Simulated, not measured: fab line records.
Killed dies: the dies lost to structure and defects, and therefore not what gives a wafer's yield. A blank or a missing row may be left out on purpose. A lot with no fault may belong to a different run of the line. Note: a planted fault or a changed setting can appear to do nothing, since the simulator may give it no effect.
fab line records    flow n5Finfet
[record] lots = 7  wafers = 39
route steps=1938 shown DUMMY_GATE@228 SD_EPI_P@321
startH: start of the lot's first displayed wafer, in hours after the record's first day    waitH: hours elapsed since this lot's preceding step    " unchanged from the row above    L1.1+2: a row that stands for several wafers    - either no value or no given start    * or withheld: withheld    < > ~ a bound
route shown NAME@n: a module of which the file shows steps, and the number in the route of the first    usual: average and standard deviation across the fault-free wafers    same: alike in all rows    chamber/n: place in a boat    sites: each site's reading    _std_site: standard deviation of those values    _edge_site: mean of outer sites minus mean of inner sites    radiusMm: how far each site lies from the wafer's centre    mask NAME#n: copy n    behind: the last tool/chamber to shape the wafer    hold: the reason the lot was held/the length of the hold in hours/how it ended    device: which transistor (n, p or np) failed to switch    end of line: tests run on the same wafers once the route is complete    a step without rows: its recipe alone    killed: at the first sort, the dies lost to defects and structure; wafer yield is something else    map: per-die view of a wafer (x killed, . not killed, _ where there is no die)
set.NAME: the setting the step ran with; set.NAME@STEP: the setting that earlier step ran with    model.NAME: the simulator's own value behind a step, which no gauge read
lots where settings were altered on purpose, with a table for each step and a row for each wafer
[[steps]]
[step N5_DUMMY_GATE_EXPOSE_12]
[recipe] maskId = GATE  na = 0.33  sourceShape = annular  sigmaInner = 0.2  sigmaOuter = 0.6  polarization = unpolarized  targetCdNm = 25  doseMj = 34
lot.wafer         tool           chamber  startH  waitH  mask    set.doseMj
L077.1+5+6        euvScanner-01  0        65.71   -      GATE#0  32.84
L077.2+3+4        "              0        "       "      GATE#0  34
L078.1+2+6        euvScanner-01  0        69.21   -      GATE#0  32.17
L078.3+4+5        "              0        "       "      GATE#0  34
L082.1+4+5        euvScanner-02  0        96.56   -      GATE#0  34
L082.2+3+6        "              0        "       "      GATE#0  36.69
L086.1+3+5        euvScanner-01  0        117.53  -      GATE#0  34
L086.2+4+6        "              0        "       "      GATE#0  35.6
L088.1+2+5        euvScanner-01  0        131.86  -      GATE#0  34
L088.3+4+6        "              0        "       "      GATE#0  31.52
L090.1+2+3+4+5+6  euvScanner-01  0        140.34  -      GATE#0  34
L093.1+4+6        euvScanner-01  0        161.41  -      GATE#0  34
[step N5_DUMMY_GATE_PEB_13]
[recipe] pebTempC = 100  pebTimeS = 60  resist = CAR-EUV
[step N5_DUMMY_GATE_DEVELOP_14]
[recipe] developTimeS = 30  developer = TMAH  resist = CAR-EUV  rinseLiquid = surfactantRinse  dry = airSpin  devTempC = 23
[step N5_DUMMY_GATE_CD_MEAS_15]
[recipe] targetCdNm = 25.8  landingEnergyEv = 500  detector = seInlens
[usual] cdNm = 25.07/0.23
lot.wafer  tool      chamber  startH  waitH  set.doseMj@DUMMY_GATE_EXPOSE_12  cdNm
L077.1     cdSem-01  0        65.84   -      32.84                            25.35
L077.2     "         0        "       "      34                               25.23
L077.3     "         0        "       "      34                               25.18
L077.4     "         0        "       "      34                               24.95
L077.5     "         0        "       "      32.84                            25.94
L077.6     "         0        "       "      32.84                            25.63
L078.1     cdSem-03  0        69.34   -      32.17                            26.05
L078.2     "         0        "       "      32.17                            26.39
L078.3     "         0        "       "      34                               25.29
L078.4     "         0        "       "      34                               24.80
L078.5     "         0        "       "      34                               24.40
L078.6     "         0        "       "      32.17                            26.24
L082.1     cdSem-01  0        96.69   -      34                               24.67
L082.2     "         0        "       "      36.69                            23.52
L082.3     "         0        "       "      36.69                            23.25
L082.4     "         0        "       "      34                               24.98
L082.5     "         0        "       "      34                               25.02
L082.6     "         0        "       "      36.69                            23.74
L086.1     cdSem-01  0        117.66  -      34                               25.20
L086.2     "         0        "       "      35.6                             24.63
L086.3     "         0        "       "      34                               25.03
L086.4     "         0        "       "      35.6                             24.04
L086.5     "         0        "       "      34                               25.22
L086.6     "         0        "       "      35.6                             24.22
L088.1     cdSem-03  0        131.99  -      34                               25.52
L088.2     "         0        "       "      34                               25.51
L088.3     "         0        "       "      31.52                            26.45
L088.4     "         0        "       "      31.52                            26.63
L088.5     "         0        "       "      34                               25.45
L088.6     "         0        "       "      31.52                            26.70
L090.1     cdSem-02  0        140.47  -      34                               25.02
L090.2     "         0        "       "      34                               24.68
L090.3     "         0        "       "      34                               25.24
L090.4     "         0        "       "      34                               24.90
L090.5     "         0        "       "      34                               25.25
L090.6     "         0        "       "      34                               25.13
L093.1     cdSem-01  0        161.53  -      34                               25.03
L093.4     "         0        "       "      34                               24.92
L093.6     "         0        "       "      34                               25.20
[step N5_DUMMY_GATE_ETCH_37]
[recipe] chemistry = N2/H2  target = SOC  targetDepthA = 600  overetchA = 300  tempC = 40  ionEnergyEv = 200  pressureMtorr = 30  sourceW = 840  biasW = 150  n2FlowSccm = 200  h2FlowSccm = 200
[usual] rfVppV = 523.5/2.5
lot.wafer  tool        chamber  startH  waitH  set.sourceW  rfVppV
L077.1     rieDiel-01  1        66.12   0.0    840          522.9
L077.2     "           2        "       "      840          520.9
L077.3     "           3        "       "      840          520.8
L077.4     "           0        "       "      840          527.2
L077.5     "           1        "       "      840          521.4
L077.6     "           0        "       "      840          526.9
L078.1     rieDiel-06  2        69.73   0.0    840          524.2
L078.2     "           0        "       "      840          525.8
L078.3     "           3        "       "      840          523.8
L078.4     "           1        "       "      950.4        508.4
L078.5     "           3        "       "      950.4        502.0
L078.6     "           2        "       "      950.4        503.4
L082.1     rieDiel-06  0        97.04   0.0    840          521.4
L082.2     "           2        "       "      840          523.3
L082.3     "           3        "       "      840          523.5
L082.4     "           1        "       "      840          527.8
L082.5     "           1        "       "      840          526.7
L082.6     "           0        "       "      840          523.0
L086.1     rieDiel-06  3        117.94  0.0    840          522.6
L086.2     "           1        "       "      840          529.2
L086.3     "           2        "       "      840          523.0
L086.4     "           1        "       "      840          527.7
L086.5     "           2        "       "      840          523.5
L086.6     "           3        "       "      840          522.1
L088.1     rieDiel-01  1        132.60  0.0    840          521.1
L088.2     "           2        "       "      840          522.1
L088.3     "           3        "       "      840          520.6
L088.4     "           0        "       "      840          528.5
L088.5     "           3        "       "      840          521.1
L088.6     "           0        "       "      840          528.3
L090.1     rieDiel-01  2        140.74  0.0    840          521.0
L090.2     "           3        "       "      748.5        542.9
L090.3     "           1        "       "      840          520.8
L090.4     "           0        "       "      748.5        547.0
L090.5     "           2        "       "      748.5        542.3
L090.6     "           3        "       "      840          522.5
L093.1     rieDiel-06  3        161.81  0.0    840          522.7
L093.4     "           0        "       "      840          522.1
L093.6     "           1        "       "      840          527.2
[step N5_DUMMY_GATE_STRIP_38]
[recipe] chemistry = N2/H2  tempC = 40  n2FlowSccm = 200  h2FlowSccm = 200  rfFrequencyHz = 6e+07
[step N5_DUMMY_GATE_STRIP_39]
[recipe] chemistry = N2/H2  tempC = 40  n2FlowSccm = 200  h2FlowSccm = 200  rfFrequencyHz = 6e+07
[step N5_DUMMY_GATE_TRIM_49]
[recipe] chemistry = O2  resist = SOC  timeS = 29  targetCdNm = 14  sourcePowerW = 300  biasPowerW = 0  O2_flow_sccm = 100  tempC = 20
lot.wafer   tool      chamber  startH  waitH  set.doseMj@DUMMY_GATE_EXPOSE_12  model.DUMMY_GATE.cdNm
L077.1+5    rieSi-04  1,0      66.20   0.0    32.84                            14.8
L077.2      "         0        "       "      34                               14.6
L077.3      "         3        "       "      34                               14.2
L077.4      "         2        "       "      34                               14.4
L077.6      "         3        "       "      32.84                            14.6
L078.1      rieSi-04  1        69.82   0.0    32.17                            15.2
L078.2+6    "         0,1      "       "      32.17                            15
L078.3+4+5  "         3,2,2    "       "      34                               13.8
L082.1      rieSi-04  0        97.12   0.0    34                               13.8
L082.2      "         1        "       "      36.69                            12.6
L082.3      "         3        "       "      36.69                            12.4
L082.4+5    "         2,0      "       "      34                               14
L082.6      "         3        "       "      36.69                            12.2
L086.1+3+5  rieSi-04  0,3,1    118.02  0.0    34                               14
L086.2      "         1        "       "      35.6                             13.6
L086.4      "         2        "       "      35.6                             13.4
L086.6      "         0        "       "      35.6                             13.2
L088.1      rieSi-05  1        132.68  0.0    34                               14.4
L088.2      "         3        "       "      34                               14.2
L088.3+6    "         0        "       "      31.52                            16.2
L088.4      "         2        "       "      31.52                            16
L088.5      "         1        "       "      34                               14.6
L090.1+2+3  rieSi-03  0,1,2    140.83  0.0    34                               14
L090.4+5    "         3,0      "       "      34                               14.4
L090.6      "         1        "       "      34                               14.2
L093.1      rieSi-04  0        161.89  0.0    34                               13.8
L093.4+6    "         1,3      "       "      34                               14
[step N5_DUMMY_GATE_STRIP_40]
[recipe] chemistry = CF4  resist = SiARC  powerW = 300  biasPowerW = 75  pressureMtorr = 50  cf4FlowSccm = 150  rfFrequencyHz = 6e+07
[step N5_DUMMY_GATE_CD_MEAS_50]
[recipe] targetCdNm = 14
[usual] cdNm = 14.1/0.31
lot.wafer  tool      chamber  startH  waitH  set.doseMj@DUMMY_GATE_EXPOSE_12  cdNm
L077.1     cdSem-03  -        66.35   0.0    32.84                            14.5
L077.2     "         -        "       "      34                               14.4
L077.3     "         -        "       "      34                               14.4
L077.4     "         -        "       "      34                               14.5
L077.5     "         -        "       "      32.84                            15.0
L077.6     "         -        "       "      32.84                            14.6
L078.1     cdSem-02  -        69.98   0.0    32.17                            15.0
L078.2     "         -        "       "      32.17                            15.2
L078.3     "         -        "       "      34                               13.8
L078.4     "         -        "       "      34                               13.5
L078.5     "         -        "       "      34                               13.9
L078.6     "         -        "       "      32.17                            15.0
L082.1     cdSem-03  -        97.65   0.0    34                               13.7
L082.2     "         -        "       "      36.69                            12.7
L082.3     "         -        "       "      36.69                            12.1
L082.4     "         -        "       "      34                               14.1
L082.5     "         -        "       "      34                               14.1
L082.6     "         -        "       "      36.69                            12.6
L086.1     cdSem-03  -        118.17  0.0    34                               14.3
L086.2     "         -        "       "      35.6                             13.6
L086.3     "         -        "       "      34                               13.9
L086.4     "         -        "       "      35.6                             13.3
L086.5     "         -        "       "      34                               13.9
L086.6     "         -        "       "      35.6                             13.1
L088.1     cdSem-01  -        132.84  0.0    34                               14.3
L088.2     "         -        "       "      34                               14.2
L088.3     "         -        "       "      31.52                            16.1
L088.4     "         -        "       "      31.52                            16.3
L088.5     "         -        "       "      34                               14.4
L088.6     "         -        "       "      31.52                            15.9
L090.1     cdSem-01  -        140.97  0.0    34                               13.9
L090.2     "         -        "       "      34                               13.8
L090.3     "         -        "       "      34                               13.8
L090.4     "         -        "       "      34                               14.6
L090.5     "         -        "       "      34                               14.5
L090.6     "         -        "       "      34                               14.4
L093.1     cdSem-02  -        162.04  0.0    34                               13.7
L093.4     "         -        "       "      34                               14.0
L093.6     "         -        "       "      34                               14.1
[step N5_DUMMY_GATE_ETCH_32]
[recipe] chemistry = CF4  target = SiO2  targetDepthA = 35  timeS = 3.9  ionEnergyEv = 350  pressureMtorr = 10  icpW = 800  biasW = 400  cf4FlowSccm = 80
lot.wafer  tool      chamber  startH  waitH  set.timeS  model.etch.depthNm
L077.1+3   rieSi-03  3,2      66.64   0.1    4.343      3.893
L077.2     "         0        "       "      3.9        3.553
L077.4     "         1        "       "      3.9        3.499
L077.5     "         2        "       "      4.343      3.896
L077.6     "         1        "       "      3.9        3.49
L078.1     rieSi-05  2        70.27   0.1    4.583      4.138
L078.2     "         1        "       "      4.583      4.177
L078.3     "         3        "       "      3.9        3.595
L078.4     "         0        "       "      4.583      4.161
L078.5     "         1        "       "      3.9        3.527
L078.6     "         2        "       "      3.9        3.52
L082.1     rieSi-04  1        98.15   0.1    3.9        3.516
L082.2     "         0        "       "      3.9        3.509
L082.3     "         2        "       "      3.9        3.473
L082.4     "         3        "       "      3.9        3.565
L082.5     "         1        "       "      3.9        3.496
L082.6     "         0        "       "      3.9        3.479
L086.1     rieSi-03  2        118.46  0.1    3.9        3.502
L086.2     "         3        "       "      4.547      4.037
L086.3     "         1        "       "      3.9        3.481
L086.4     "         0        "       "      3.9        3.518
L086.5     "         0        "       "      4.547      4.155
L086.6     "         3        "       "      4.547      4.082
L088.1     rieSi-05  2        133.28  0.2    4.621      4.112
L088.2     "         0        "       "      3.9        3.452
L088.3     "         1        "       "      3.9        3.484
L088.4     "         3        "       "      4.621      4.137
L088.5     "         1        "       "      4.621      4.109
L088.6     "         0        "       "      3.9        3.462
L090.1     rieSi-04  2        141.45  0.2    3.627      3.19
L090.2     "         3        "       "      3.627      3.274
L090.3     "         1        "       "      3.627      3.203
L090.4     "         0        "       "      3.9        3.459
L090.5     "         3        "       "      3.9        3.527
L090.6     "         2        "       "      3.9        3.473
L093.1     rieSi-05  0        162.33  0.1    3.9        3.479
L093.4     "         0        "       "      3.9        3.476
L093.6     "         3        "       "      3.9        3.497
[step N5_DUMMY_GATE_ETCH_23]
[recipe] chemistry = HBr/Cl2/O2  HBr_flow_sccm = 150  Cl2_flow_sccm = 80  O2_flow_sccm = 12  biasW = 102  targetDepthA = 410  timeS = 22.3  target = poly-Si  maskMaterial = SiO2  pressureMtorr = 10  icpW = 800
[step N5_DUMMY_GATE_ETCH_44]
[recipe] chemistry = HBr/O2  overEtchFrac = 0.7  targetDepthA = 1275  stopOn = SiO2  ionEnergyEv = 60  biasW = 20  target = poly-Si  maskMaterial = SiO2  pressureMtorr = 20  icpW = 400  HBr_flow_sccm = 120  O2_flow_sccm = 10
[step N5_DUMMY_GATE_CD_MEAS_24]
[recipe] targetCdNm = 15
[usual] cdNm = 15.2/0.33
lot.wafer  tool      chamber  startH  waitH  set.doseMj@DUMMY_GATE_EXPOSE_12  cdNm
L077.1     cdSem-03  -        66.84   0.1    32.84                            16.0
L077.2     "         -        "       "      34                               15.4
L077.3     "         -        "       "      34                               15.2
L077.4     "         -        "       "      34                               15.0
L077.5     "         -        "       "      32.84                            14.9
L077.6     "         -        "       "      32.84                            15.5
L078.1     cdSem-01  -        70.47   0.1    32.17                            16.2
L078.2     "         -        "       "      32.17                            16.0
L078.3     "         -        "       "      34                               14.7
L078.4     "         -        "       "      34                               14.8
L078.5     "         -        "       "      34                               14.6
L078.6     "         -        "       "      32.17                            16.0
L082.1     cdSem-01  -        98.35   0.1    34                               14.9
L082.2     "         -        "       "      36.69                            13.4
L082.3     "         -        "       "      36.69                            13.5
L082.4     "         -        "       "      34                               15.2
L082.5     "         -        "       "      34                               15.4
L082.6     "         -        "       "      36.69                            13.6
L086.1     cdSem-01  -        118.66  0.1    34                               15.3
L086.2     "         -        "       "      35.6                             14.6
L086.3     "         -        "       "      34                               15.2
L086.4     "         -        "       "      35.6                             14.6
L086.5     "         -        "       "      34                               14.8
L086.6     "         -        "       "      35.6                             14.2
L088.1     cdSem-03  -        133.48  0.1    34                               15.6
L088.2     "         -        "       "      34                               15.5
L088.3     "         -        "       "      31.52                            17.2
L088.4     "         -        "       "      31.52                            16.7
L088.5     "         -        "       "      34                               15.8
L088.6     "         -        "       "      31.52                            17.4
L090.1     cdSem-02  -        141.65  0.1    34                               15.2
L090.2     "         -        "       "      34                               14.8
L090.3     "         -        "       "      34                               14.7
L090.4     "         -        "       "      34                               15.5
L090.5     "         -        "       "      34                               15.1
L090.6     "         -        "       "      34                               15.5
L093.1     cdSem-02  -        162.53  0.1    34                               14.7
L093.4     "         -        "       "      34                               14.9
L093.6     "         -        "       "      34                               14.8
[step N5_DUMMY_GATE_ETCH_42]
[recipe] chemistry = CHF3/O2  target = SiO2  targetDepthA = 35  timeS = 31  ionEnergyEv = 30  biasW = 12  pressureMtorr = 30  sourceW = 600  Ar_flow_sccm = 200  CHF3_flow_sccm = 50  O2_flow_sccm = 5
[usual] rfVppV = 42.4/0.84
lot.wafer  tool        chamber  startH  waitH  set.biasW  rfVppV
L077.1     rieDiel-06  0        66.89   0.0    12         42.6
L077.2     "           2        "       "      12         41.5
L077.3     "           3        "       "      14.11      48.1
L077.4     "           1        "       "      14.11      46.4
L077.5     "           0        "       "      12         43.1
L077.6     "           3        "       "      14.11      47.1
L078.1     rieDiel-06  2        70.52   0.0    12         42.3
L078.2     "           0        "       "      13.09      44.2
L078.3     "           3        "       "      12         42.0
L078.4     "           1        "       "      13.09      45.8
L078.5     "           0        "       "      12         44.1
L078.6     "           1        "       "      13.09      44.8
L082.1     rieDiel-02  1        98.42   0.1    10.02      37.0
L082.2     "           0        "       "      12         41.8
L082.3     "           3        "       "      10.02      36.0
L082.4     "           2        "       "      10.02      37.6
L082.5     "           2        "       "      12         42.5
L082.6     "           3        "       "      12         42.0
L086.1     rieDiel-06  3        118.71  0.0    9.995      37.2
L086.2     "           2        "       "      9.995      37.7
L086.3     "           1        "       "      12         43.2
L086.4     "           2        "       "      12         43.9
L086.5     "           1        "       "      9.995      37.5
L086.6     "           3        "       "      12         43.1
L088.1     rieDiel-01  0        133.61  0.1    12         42.8
L088.2     "           2        "       "      12         41.6
L088.3     "           3        "       "      12         42.6
L088.4     "           1        "       "      12         42.4
L088.5     "           3        "       "      12         42.5
L088.6     "           0        "       "      12         43.5
L090.1     rieDiel-02  3        141.70  0.0    13.98      46.4
L090.2     "           2        "       "      13.98      46.2
L090.3     "           0        "       "      12         41.1
L090.4     "           0        "       "      12         41.2
L090.5     "           3        "       "      12         42.6
L090.6     "           2        "       "      13.98      48.1
L093.1     rieDiel-01  0        162.58  0.0    12         42.9
L093.4     "           2        "       "      12         42.4
L093.6     "           2        "       "      12         42.5
[step N5_SD_EPI_P_EPI_21]
[recipe] material = SiGe:B  dopant = B  tempC = 550  pressureTorr = 20  ambient = H2  timeS = 355
lot.wafer   tool         chamber  startH  waitH  set.pressureTorr  model.SiGe-B_of_SD_EPI_P_EPI_21.thkNm
L077.1+5    epiRpcvd-02  0        76.70   0.2    20                60
L077.2      "            0        "       "      20                60.2
L077.3      "            0        "       "      20                59.2
L077.4      "            0        "       "      20                59.6
L077.6      "            0        "       "      20                59
L078.1+4    epiRpcvd-01  0        78.84   0.1    21.71             64.2
L078.2      "            0        "       "      21.71             63
L078.3      "            0        "       "      21.71             63.6
L078.5      "            0        "       "      21.71             63.4
L078.6      "            0        "       "      21.71             63.8
L082.1+2    epiRpcvd-02  0        106.18  0.1    23.85             63.4
L082.3      "            0        "       "      23.85             64.4
L082.4      "            0        "       "      23.85             64.2
L082.5      "            0        "       "      23.85             63.2
L082.6      "            0        "       "      23.85             63.6
L086.1      epiRpcvd-01  0        125.89  0.1    18.87             59
L086.2+5    "            0        "       "      18.87             59.4
L086.3+4+6  "            0        "       "      18.87             59.6
L088.1      epiRpcvd-02  0        141.59  0.2    22.33             62.6
L088.2+4+6  "            0        "       "      22.33             62.4
L088.3      "            0        "       "      22.33             63
L088.5      "            0        "       "      22.33             61.8
L090.1      epiRpcvd-01  0        149.03  0.1    23.95             64.2
L090.2+5    "            0        "       "      23.95             65.6
L090.3+6    "            0        "       "      23.95             64.8
L090.4      "            0        "       "      23.95             66
L093.1+6    epiRpcvd-04  0        170.10  0.1    20                60
L093.4      "            0        171.18  1.1    20                60.4
[[key]]
[split] step = N5_DUMMY_GATE_EXPOSE_12  setting = doseMj  stated = 34  by = wafer
[response] step = N5_DUMMY_GATE_CD_MEAS_15  reading = cdNm  change = -0.181  per = 1%  r = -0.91
[response] step = N5_DUMMY_GATE_TRIM_49  reading = model.DUMMY_GATE.cdNm  change = -0.199  per = 1%  r = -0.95
[response] step = N5_DUMMY_GATE_CD_MEAS_50  reading = cdNm  change = -0.203  per = 1%  r = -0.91
[response] step = N5_DUMMY_GATE_CD_MEAS_24  reading = cdNm  change = -0.198  per = 1%  r = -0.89
[split] step = N5_DUMMY_GATE_ETCH_37  setting = sourceW  stated = 840  by = wafer
[response] step = N5_DUMMY_GATE_ETCH_37  reading = rfVppV  change = -1.75  per = 1%  r = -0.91
[split] step = N5_DUMMY_GATE_ETCH_32  setting = timeS  stated = 3.9  by = wafer
[response] step = N5_DUMMY_GATE_ETCH_32  reading = model.etch.depthNm  change = +0.0352  per = 1%  r = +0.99
[split] step = N5_DUMMY_GATE_ETCH_42  setting = biasW  stated = 12  by = wafer
[response] step = N5_DUMMY_GATE_ETCH_42  reading = rfVppV  change = +0.31  per = 1%  r = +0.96
[split] step = N5_SD_EPI_P_EPI_21  setting = pressureTorr  stated = 20  by = lot
[response] step = N5_SD_EPI_P_EPI_21  reading = model.SiGe-B_of_SD_EPI_P_EPI_21.thkNm  change = +0.214  per = 1%  r = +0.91
